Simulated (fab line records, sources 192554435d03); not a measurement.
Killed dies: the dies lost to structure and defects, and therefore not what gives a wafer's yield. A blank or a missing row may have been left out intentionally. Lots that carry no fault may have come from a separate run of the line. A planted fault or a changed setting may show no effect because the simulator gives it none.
Matching of chambers + flow n5_finfet + 4 sister chambers for N5_BEOL_M7_ALD_77 on ald_metal-03
The step deposits TaN, target thk 2 nm, pulse time 2 s, purge time 3 s. 7 wafers are shown with their chamber, then 7 later ones without.

== WAFERS PAIRED WITH THEIR CHAMBERS ==
| wafer  | chamber | heater_power_w (W) | precursor_vessel_temp_c (C) |
|--------|---------|--------------------|-----------------------------|
| L078.2 | 0       | 467                | 74.86                       |
| L078.6 | 3       | 477                | 75.04                       |
| L080.1 | 0       | 467                | 75.09                       |
| L080.3 | 1       | 390                | 75.10                       |
| L080.5 | 1       | 385                | 75.12                       |
| L079.1 | 3       | 487                | 74.93                       |
| L079.4 | 2       | 379                | 74.71                       |

== WAFERS MISSING THEIR CHAMBER ==
| wafer  | heater_power_w (W) | precursor_vessel_temp_c (C) |
|--------|--------------------|-----------------------------|
| L079.5 | 470                | 75.27                       |
| L085.1 | 378                | 75.01                       |
| L085.3 | 468                | 74.82                       |
| L085.6 | 468                | 74.87                       |
| L087.1 | 385                | 75.15                       |
| L087.4 | 462                | 74.95                       |
| L087.6 | 397                | 74.96                       |

== EACH ONE'S CHAMBER ==
| wafer  | from the rows above     | in truth                   |
|--------|-------------------------|----------------------------|
| L079.5 | can't be placed: 0 or 3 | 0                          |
| L085.1 | can't be placed: 1 or 2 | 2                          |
| L085.3 | can't be placed: 0 or 3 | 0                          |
| L085.6 | 0                       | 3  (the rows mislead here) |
| L087.1 | 1                       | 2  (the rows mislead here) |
| L087.4 | 0                       | 0                          |
| L087.6 | 1                       | 1                          |
Placed correctly: 2 of 7. Unplaceable from these rows: 3, with the true chamber sitting among the candidates in 3. Wrongly placed: 2.
How it was worked out, from the rows above alone: a wafer's distance from a chamber is the root of the sum, over the readings, of the square of ((its reading less the chamber's mean) divided by the reading's scatter). The wafer belongs to the nearest chamber; if the next one is less than 2 further off, it can't be placed. The mean given for a chamber averages the wafers shown for that chamber. The scatter: take each reading less its chamber's mean, square it, sum over the shown wafers, divide by the number of wafers less the number of chambers, and take the root.
